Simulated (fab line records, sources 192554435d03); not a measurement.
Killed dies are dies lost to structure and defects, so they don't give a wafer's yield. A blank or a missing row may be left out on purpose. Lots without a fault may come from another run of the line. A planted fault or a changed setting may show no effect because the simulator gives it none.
Problem report in the 8D (eight disciplines) form, filled by code | flow n5_finfet | the parts of the form that need people (team, actions taken, sign-off) are left out

1. THE PROBLEM
etch_rf_on_time_s at N5_FIN_SAQP_HM_OPEN_33 reads a mean of 61.4 s on 1 wafer of 1 lot; wafers without a fault read 69.6 s with a standard deviation of 1.5. That is -5.5 standard deviations from the usual mean.
The step: chemistry CH3F/O2, target SiNx, target depth 49.4 nm, time 70.6 s.
First seen on wafer L361.4, day 3 13:08, on rie_diel-04. The record holds 30 wafers of 10 lots with a number at this step. Rule for "out", or "out of limits": more than 4 standard deviations from the usual mean. The other wafers with a number count as sound.

2. WHAT IT IS AND WHAT IT IS NOT
question                    | is                | is not
which readings at this step | etch_rf_on_time_s | bias_w, drypump_motor_current_A, oes_ar_750_au, oes_product_au, rf_vpp_V, showerhead_plenum_p_Torr, throttle_valve_pct
which lots                  | L361              | L358, L359, L360, L371, L372, L373, L375, L377, L378
which wafers of those lots  | L361.4            | L361.5, L361.6
read on which tools         | rie_diel-04       | rie_diel-03, rie_diel-05
when                        | from day 3 13:08  | up to then (11 sound wafers); but 18 sound wafers of L371, L372, L373, L375, L377, L378 came after

3. SUSPECTS, AND WHAT RULES EACH OUT
Counting: a tool at a process step up to the reading stays a suspect if it ran every lot that is out. Sound lots after the first of them don't rule it out here, since some wafers of a struck lot are sound.
- rie_si-06 at N5_FIN_SAQP_MANDREL_ETCH_58 (etches a-Si in HBr/Cl2, stops on SiNx, target depth 45 nm, bt time 10 s, time 27 s): kept. It ran the lot that is out, L361 (day 3 11:38); its last sound lot up to then is L360 (day 3 06:49).
- vapor_etch-01 at N5_FIN_SAQP_RECESS_63 (chemistry HF/NH3, target SiO2, target depth 18 nm, afs cycles 3, sublimation time 60 s): kept. It ran the lot that is out, L361 (day 3 11:50); its last sound lot up to then is L359 (day 3 00:55).
- rie_diel-04 at N5_FIN_SAQP_HM_OPEN_33 (chemistry CH3F/O2, target SiNx, target depth 49.4 nm, time 70.6 s): kept. It ran the lot that is out, L361 (day 3 13:08); its last sound lot up to then is L360 (day 3 08:19). Its own readings are out on those wafers: etch_rf_on_time_s.
- Within rie_diel-04 at N5_FIN_SAQP_HM_OPEN_33: the wafers that are out ran in chamber 1; their sound lot-mates ran in chambers 2, 3.
Left after counting: rie_si-06 at N5_FIN_SAQP_MANDREL_ETCH_58, vapor_etch-01 at N5_FIN_SAQP_RECESS_63, rie_diel-04 at N5_FIN_SAQP_HM_OPEN_33.

4. THE CAUSE (what the simulator had put in)
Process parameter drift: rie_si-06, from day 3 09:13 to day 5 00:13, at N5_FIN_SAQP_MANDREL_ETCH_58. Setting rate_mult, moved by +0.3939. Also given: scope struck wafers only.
Counting left 3 suspects, and this tool is among them.

5. THE CHAIN OF EFFECTS, in route order
Each row: a reading whose mean over the struck wafers that have a number lies more than 3 standard deviations from the usual. Only readings for which the record gives a usual standard deviation are gone through. hours: the time from each lot's start at the first step in this table that gives one to its start at this step, as a median over the lots. sigmas: the change in usual standard deviations.
hours | step                   | reading           | usual  | on struck wafers | change | sigmas
0     | N5_FIN_SAQP_HM_OPEN_33 | etch_rf_on_time_s | 69.6 s | 61.4             | -8.2   | -5.5
The process steps in it:
- N5_FIN_SAQP_HM_OPEN_33: chemistry CH3F/O2, target SiNx, target depth 49.4 nm, time 70.6 s.

6. WHAT WOULD HAVE CAUGHT IT SOONER
In this record the first reading out of limits was taken at day 3 13:08, 4 hours after the fault began at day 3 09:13.
Of the tool readings at N5_FIN_SAQP_MANDREL_ETCH_58 for which the record gives a usual standard deviation, none was out on any struck wafer, so an alarm limit of 4 standard deviations on them would not have fired.
All the lots that are out (1) had begun N5_FIN_SAQP_MANDREL_ETCH_58 on rie_si-06 by day 3 13:08. A hold on the tool at that time would have spared none of them.
